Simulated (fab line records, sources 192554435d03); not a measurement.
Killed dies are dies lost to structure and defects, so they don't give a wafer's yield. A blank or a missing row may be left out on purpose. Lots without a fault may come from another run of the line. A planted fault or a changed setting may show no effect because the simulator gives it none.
Which tool did it? | flow n5_finfet | 8 lots, 24 wafers sampled, at 5 steps of a route of 1938

WHAT THE GAUGES READ, wafer by wafer
N5_BEOL_M4_RC_MEAS_101.
lot  | measured     | on        | DIBL_N (mV/V)
L786 | day 9 06:42  | prober-01 | 36.1 36.0 35.6
L788 | day 9 10:04  | prober-01 | 34.1 35.3 36.0
L791 | day 10 18:28 | prober-02 | 33.1 35.3 33.2
L796 | day 11 12:03 | prober-01 | 36.9 37.7 36.5
L795 | day 11 08:53 | prober-02 | 36.8 36.6 38.6
L801 | day 12 22:56 | prober-01 | 36.6 36.3 35.4
L803 | day 13 16:23 | prober-01 | 35.4 36.3 37.0
L805 | day 13 23:38 | prober-02 | 35.6 34.9 33.5

WHICH TOOL RAN EACH LOT (tool, then ch and the chambers of the sampled wafers, then the start)
lot  | N5_BEOL_M1_STRIP_19                | N5_BEOL_M1_ETCH_70                 | N5_BEOL_M1_STRIP_36                | N5_BEOL_M1_STRIP_97
L786 | rie_diel-03 ch 0,3, day 7 12:44    | rie_diel-01 ch 2,3, day 7 14:49    | rie_diel-01 ch 2,3, day 7 14:58    | rie_diel-01 ch 2,3, day 9 06:42 or earlier
L788 | rie_diel-03 ch 1,2, day 7 16:51    | rie_diel-01 ch 1,3, day 7 19:44    | rie_diel-01 ch 1,3, day 7 19:53    | rie_diel-01 ch 1,3, day 9 10:04 or earlier
L791 | rie_diel-01 ch 0,1,3, day 8 20:19  | rie_diel-01 ch 0,1,3, day 8 22:26  | rie_diel-01 ch 0,1,3, day 8 22:35  | rie_diel-01 ch 0,1,3, day 10 18:28 or earlier
L796 | rie_diel-04 ch 0,1,3, day 9 18:41  | rie_diel-03 ch 1,2,3, day 9 20:31  | rie_diel-03 ch 1,2,3, day 9 20:40  | rie_diel-03 ch 1,2,3, day 11 12:03 or earlier
L795 | rie_diel-03 ch 0,1, day 9 18:55    | rie_diel-01 ch 2,3, day 9 20:25    | rie_diel-01 ch 2,3, day 9 20:34    | rie_diel-01 ch 2,3, day 11 08:53 or earlier
L801 | rie_diel-04 ch 0,2, day 11 03:58   | rie_diel-01 ch 0,1,3, day 11 07:01 | rie_diel-01 ch 0,1,3, day 11 07:10 | rie_diel-01 ch 0,1,3, day 12 22:56 or earlier
L803 | rie_diel-03 ch 0,2,3, day 11 17:07 | rie_diel-01 ch 0,1,3, day 12 00:14 | rie_diel-01 ch 0,1,3, day 12 00:24 | rie_diel-01 ch 0,1,3, day 13 16:23 or earlier
L805 | rie_diel-03 ch 1,2,3, day 12 01:50 | rie_diel-03 ch 0,1,2, day 12 04:50 | rie_diel-03 ch 0,1,2, day 12 04:59 | rie_diel-03 ch 0,1,2, day 13 23:38 or earlier
- N5_BEOL_M1_STRIP_19: strips in O2.
- N5_BEOL_M1_ETCH_70: etches SOC in N2/H2, target depth 80 nm, overetch 16 nm, time 120 s.
- N5_BEOL_M1_STRIP_36: strips in N2/H2.
- N5_BEOL_M1_STRIP_97: strips in N2/H2, time 10 s.

THE ANSWER, worked out from the rows above alone
Rule: what is usual is taken from the lots themselves. Put in order of their means at a reading, lots are off if they are a third of the lots or fewer, leave a main group of 4 or more, and stand apart from it by a gap of 3 or more times the standard deviation of the main group's means; of several such gaps the widest counts. A main group whose means are all the same, to the digits that the tables above print for the reading, isn't used. A lot without any number at a reading at which 4 lots or more have one is off too. The other lots that the step has rows for count as sound.
No lot is off at any reading shown: from this, nothing can be told.

WHAT THE SIMULATOR HAD PUT IN
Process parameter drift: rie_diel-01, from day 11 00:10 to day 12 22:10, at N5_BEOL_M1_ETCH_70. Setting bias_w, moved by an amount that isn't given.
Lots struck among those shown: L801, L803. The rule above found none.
